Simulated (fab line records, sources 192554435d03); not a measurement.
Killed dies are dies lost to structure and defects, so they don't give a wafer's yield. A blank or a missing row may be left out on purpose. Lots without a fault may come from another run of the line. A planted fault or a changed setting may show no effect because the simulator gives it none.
Which tool did it? | flow n5_finfet | 11 lots, 32 wafers sampled, at 3 steps of a route of 1938

WHAT THE GAUGES READ, wafer by wafer
N5_BEOL_M15_OVL_MEAS_11. Usual: V14_OVL 5 nm, standard deviation 5.
lot  | measured     | on         | V14_OVL (nm) | flag
L212 | day 10 12:12 | overlay-02 | 5 1 6        |
L214 | day 11 13:53 | overlay-02 | 5 3 5        |
L216 | day 12 03:51 | overlay-01 | -1 1 6       |
L217 | day 12 14:30 | overlay-02 | 11 14 8      |
L219 | day 12 14:46 | overlay-01 | 13 11 5      |
L224 | day 14 16:38 | overlay-02 | 4 4 1        |
L232 | day 15 23:31 | overlay-02 | -6 -4 5      |
L229 | day 16 07:13 | overlay-02 | 13 14 12     |
L233 | day 16 20:13 | overlay-01 | 5 10         |
L234 | day 17 08:28 | overlay-01 | 0 4 8        |
L235 | day 17 08:58 | overlay-01 | 8 10 4       |

N5_BEOL_M15_INSPECT_12: inspects for defects (macro). Usual: raw_defect_count 2.0, standard deviation 1.5.
lot  | measured     | on                | raw_defect_count | flag
L212 | day 10 12:14 | defect_inspect-01 | 4 7 0            |
L214 | day 11 13:54 | defect_inspect-01 | 2 1 1            |
L216 | day 12 03:52 | defect_inspect-01 | 3 0 1            |
L217 | day 12 14:31 | defect_inspect-01 | 2 0 4            |
L219 | day 12 14:47 | defect_inspect-02 | 1 0 0            |
L224 | day 14 16:40 | defect_inspect-01 | 0 3 1            |
L232 | day 15 23:33 | defect_inspect-02 | 0 2 3            |
L229 | day 16 07:14 | defect_inspect-01 | 3 2 2            |
L233 | day 16 20:14 | defect_inspect-01 | 5 3              |
L234 | day 17 08:30 | defect_inspect-01 | 0 2 0            |
L235 | day 17 08:59 | defect_inspect-01 | 3 0 1            |

WHICH TOOL RAN EACH LOT (tool, then ch and the chambers of the sampled wafers, then the start)
lot  | N5_BEOL_M14_DEP_53
L212 | pecvd-04 ch 0,1,2, day 10 11:30
L214 | pecvd-03 ch 0,1,2, day 11 13:02
L216 | pecvd-04 ch 1,2, day 12 03:01
L217 | pecvd-04 ch 1,2, day 12 13:38
L219 | pecvd-03 ch 0,1, day 12 13:56
L224 | pecvd-03 ch 1,2, day 14 15:56
L232 | pecvd-04 ch 1,2, day 15 22:41
L229 | pecvd-04 ch 1,2, day 16 06:31
L233 | pecvd-03 ch 0, day 16 19:30
L234 | pecvd-01 ch 0,1,2, day 17 07:46
L235 | pecvd-01 ch 0,2, day 17 08:15
- N5_BEOL_M14_DEP_53: deposits SiCN from 3MS/NH3, target thk 50 nm, time 17.8 s.

WHAT THE TOOLS THEMSELVES READ (means of the sampled wafers that have a number; where no wafer has one, the mark that the record gives instead)
N5_BEOL_M14_DEP_53. Usual: showerhead_plenum_p_Torr 4.167 Torr, standard deviation 0.024; throttle_valve_pct 18.7 %, standard deviation 1.2.
lot  | tool     | showerhead_plenum_p_Torr (Torr) | throttle_valve_pct (%) | flag
L212 | pecvd-04 | 4.148                           | 18.3                   |
L214 | pecvd-03 | 4.167                           | 18.2                   |
L216 | pecvd-04 | 4.143                           | 18.7                   |
L217 | pecvd-04 | 4.148                           | 18.3                   |
L219 | pecvd-03 | 4.166                           | 18.0                   |
L224 | pecvd-03 | 4.173                           | 17.1                   |
L232 | pecvd-04 | 4.144                           | 18.5                   |
L229 | pecvd-04 | 4.148                           | 18.4                   |
L233 | pecvd-03 | 4.146                           | 20.6                   |
L234 | pecvd-01 | 4.188                           | 19.6                   |
L235 | pecvd-01 | 4.205                           | 20.7                   |

THE ANSWER, worked out from the rows above alone
Rule: a lot is off if the mean of its wafers that have a number lies more than 3 standard deviations from the usual mean. A lot without any number at a reading at which 4 lots or more have one is off too. The other lots that the step has rows for count as sound. The gauges are gone through in route order, then the tools' own readings, and for those a lot's mean is taken as printed above. The first step at which some lot is off is used, and at that step the reading that is off furthest; a lot without a number counts as furthest.
No lot is off at any reading shown: from this, nothing can be told.

WHAT THE SIMULATOR HAD PUT IN
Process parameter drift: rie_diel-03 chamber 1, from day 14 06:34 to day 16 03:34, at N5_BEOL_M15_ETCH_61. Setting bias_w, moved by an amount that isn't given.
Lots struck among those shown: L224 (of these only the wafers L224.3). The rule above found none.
